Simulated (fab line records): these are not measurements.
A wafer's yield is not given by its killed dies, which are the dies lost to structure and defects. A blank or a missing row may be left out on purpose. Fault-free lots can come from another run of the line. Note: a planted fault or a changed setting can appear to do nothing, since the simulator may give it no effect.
Matching of chambers | flow nand-harc | NHARC_P_STI_CMP_21 on cmp-04: 4 sister chambers
The step polishes, t overpolish 20 s, target thk 380.67 nm. 4 wafers are shown with their chamber, then 12 later ones without.

## WAFERS PAIRED WITH THEIR CHAMBERS
wafer  | chamber | motor-current-A (A)
L085.6 | 2       | 11.8
L088.1 | 3       | 10.9
L088.4 | 1       | 13.3
L088.6 | 0       | 12.0

## WAFERS WITH NO CHAMBER GIVEN
wafer  | motor-current-A (A)
L090.2 | 12.2
L090.4 | 13.4
L090.5 | 12.2
L091.3 | 11.5
L091.4 | 11.7
L091.5 | 12.2
L093.1 | 11.5
L093.2 | 12.3
L093.5 | 12.2
L096.1 | 12.4
L096.3 | 11.2
L096.5 | 12.0

## CHAMBER TAKEN BY EACH
wafer  | from the rows above          | in truth
L090.2 | can't be placed: 0 or 2      | 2
L090.4 | 1                            | 1
L090.5 | can't be placed: 0 or 2      | 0
L091.3 | can't be placed: 2 or 0 or 3 | 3
L091.4 | can't be placed: 2 or 0      | 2
L091.5 | can't be placed: 0 or 2      | 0
L093.1 | can't be placed: 2 or 0 or 3 | 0
L093.2 | can't be placed: 0 or 2      | 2
L093.5 | can't be placed: 0 or 2      | 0
L096.1 | can't be placed: 0 or 2      | 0
L096.3 | can't be placed: 3 or 2      | 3
L096.5 | can't be placed: 0 or 2      | 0
Placed correctly: 1 of 12. Unplaceable from these rows: 11, with the true chamber sitting among the candidates in 11. 0 placed wrongly.
How it was worked out, from the rows above alone: a wafer's distance from a chamber is the root of the sum, over the readings, of the square of ((its reading less the chamber's mean) divided by the reading's scatter). The wafer belongs to the nearest chamber; if the next one is less than 2 further off, it can't be placed. Each chamber's mean is taken over the wafers shown for it. The scatter (one wafer shown for each chamber): square how far every hidden wafer sits from the nearest shown wafer, average those squares and take the square root.
